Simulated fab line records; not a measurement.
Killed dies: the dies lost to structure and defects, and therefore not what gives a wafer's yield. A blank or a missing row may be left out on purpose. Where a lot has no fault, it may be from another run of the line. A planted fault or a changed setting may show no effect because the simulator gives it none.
Struck lot and sound lot, side by side	flow n5 finfet	16 out of 1938 route steps
Sound: these wafers, L870.2, L870.3, L870.5. Wafers L858.3, L858.4, L858.5 were the ones struck. The cause is given at the end.
Each step with rows lists, per side, the tool, then ch with its chambers, then its first start. Under that, the readings that differ: sound wafers	struck wafers	difference of the means	sigmas: that difference in standard deviations of wafers without a fault.
alike: words and numbers the same on both sides, and readings whose means are apart by under 2 such deviations; not compared: readings that were withheld, readings missing a value for some wafer, numbers with overlapping values and no deviation given by the record, and bounds like >300 which may hide the same value.
A row with sigmas, a row that says differs or no value, or rows on one side alone: a step with any of these is where the two part. Numbers that have no deviation but don't overlap get no sigmas and don't part them. A reading missing from all wafers of one side parts the sides only when that side holds two or more wafers.

N5_GATE_CUT_INSPECT_15: inspects for defects (brightfield).
  sound: defect inspect-02 at day 9 12:40; struck: defect inspect-02 at day 6 18:13
  alike: raw defect count
then, 1 step without rows for these wafers: N5_GATE_CUT_DESCUM_18 (chemistry O2, time 7 s).
N5_GATE_CUT_ETCH_28: etches underlayer in N2/H2, target depth 13 nm, time 10.4 s.
  sound on rie diel-04 ch 0,1,2, day 9 12:53; struck on rie diel-01 ch 0,3, day 6 18:17
  alike: drypump motor current A, etch rf on time s, oes product au, rf vpp V, showerhead plenum p Torr, throttle valve pct
  not compared: rf hours counter h
N5_GATE_CUT_ETCH_36: etches SiARC in CF4, target depth 13 nm, time 21.7 s.
  sound on rie diel-04 ch 0,1,2, day 9 12:54; struck on rie diel-01 ch 0,3, day 6 18:17
  alike: drypump motor current A, etch rf on time s, oes product au, rf vpp V, showerhead plenum p Torr, throttle valve pct
  not compared: rf hours counter h
N5_GATE_CUT_ETCH_37: etches SOC in N2/H2, target depth 60 nm, overetch 12 nm, time 90 s.
  sound on rie diel-04 ch 0,1,2, day 9 12:56; struck on rie diel-01 ch 0,3, day 6 18:19
  alike: drypump motor current A, oes product au, rf vpp V, showerhead plenum p Torr, throttle valve pct
  not compared: rf hours counter h
then, 4 steps without rows for these wafers: N5_GATE_CUT_STRIP_38 (strips in N2/H2); N5_GATE_CUT_STRIP_39 (strips in N2/H2); N5_GATE_CUT_HM_OPEN_40 (chemistry C4F6/O2, target SiO2, target depth 139 nm, time 85.1 s); N5_GATE_CUT_STRIP_41 (strips in CF4).
N5_GATE_CUT_STRIP_42: strips in O2.
  sound on rie diel-04 ch 0,1,2, day 9 13:05; struck on rie diel-01 ch 0,3, day 6 18:29
  alike: drypump motor current A, oes product au, rf vpp V, showerhead plenum p Torr, throttle valve pct
  not compared: rf hours counter h
then, 1 step without rows for these wafers: N5_GATE_CUT_ETCH_19 (etches SiNx in CH3F/O2, target depth 53.7 nm, time 76.7 s).
N5_GATE_CUT_CUT_ETCH_53: etches W in SF6/Cl2, target depth 79.2 nm.
  sound on rie metal-01 ch 0,1, day 9 13:15; struck on rie metal-03 ch 0,1, day 6 18:40
reading	sound	struck	difference	sigmas
etch rf on time s (s)	24.9 24.9 26.3	27.0 26.9 26.9	+1.6	+2
  alike: drypump motor current A, mfc cl2 sccm, oes product au, throttle valve pct
  not compared: rf hours counter h
N5_GATE_CUT_CUT_ETCH_54: etches TiN in Cl2/BCl3, target depth 96.7 nm.
  sound on rie metal-01 ch 0,1, day 9 13:19; struck on rie metal-03 ch 0,1, day 6 18:43
reading	sound	struck	difference	sigmas
mfc cl2 sccm (sccm)	53.05 53.21 53.20	57.62 57.45 57.56	+4.39	+27
throttle valve pct (%)	22.03 22.03 22.03	22.69 22.62 22.64	+0.62	+6
  alike: bcl3 flow sccm, drypump motor current A, etch rf on time s, oes product au
  not compared: rf hours counter h
then, 1 step without rows for these wafers: N5_GATE_CUT_CUT_ETCH_55 (etches HfO2 in BCl3, target depth 3.2 nm).
-- here the record skips 5 days between the struck wafers' starts before and after, leaving off in module GATE_CUT and picking up in module BEOL_M4 (first step shown: number 1111 of the route) --
N5_BEOL_M4_RC_MEAS_101:
  sound on prober-02 ch 0, day 13 08:22; struck on prober-02 ch 0, day 11 14:00
  alike: DIBL_N, DIBL_P, IOFF_N, IOFF_P, ION_N, ION_P, SS_N, SS_P, VT_N, VT_P
-- a jump in the record: the struck wafers' starts before and after are 4 days apart (it breaks off in module BEOL_M4 and resumes in module PASSIVATION, where the first step shown is number 1936 of the route) --
N5_PASSIVATION_PROBE_49:
  the record has rows for the struck wafers here (prober-02, day 15 21:58) and none for the sound ones

## WHERE THEY PART
At N5_GATE_CUT_CUT_ETCH_53 first; at N5_PASSIVATION_PROBE_49 last (within this record only).

WHY: what the simulator had put in
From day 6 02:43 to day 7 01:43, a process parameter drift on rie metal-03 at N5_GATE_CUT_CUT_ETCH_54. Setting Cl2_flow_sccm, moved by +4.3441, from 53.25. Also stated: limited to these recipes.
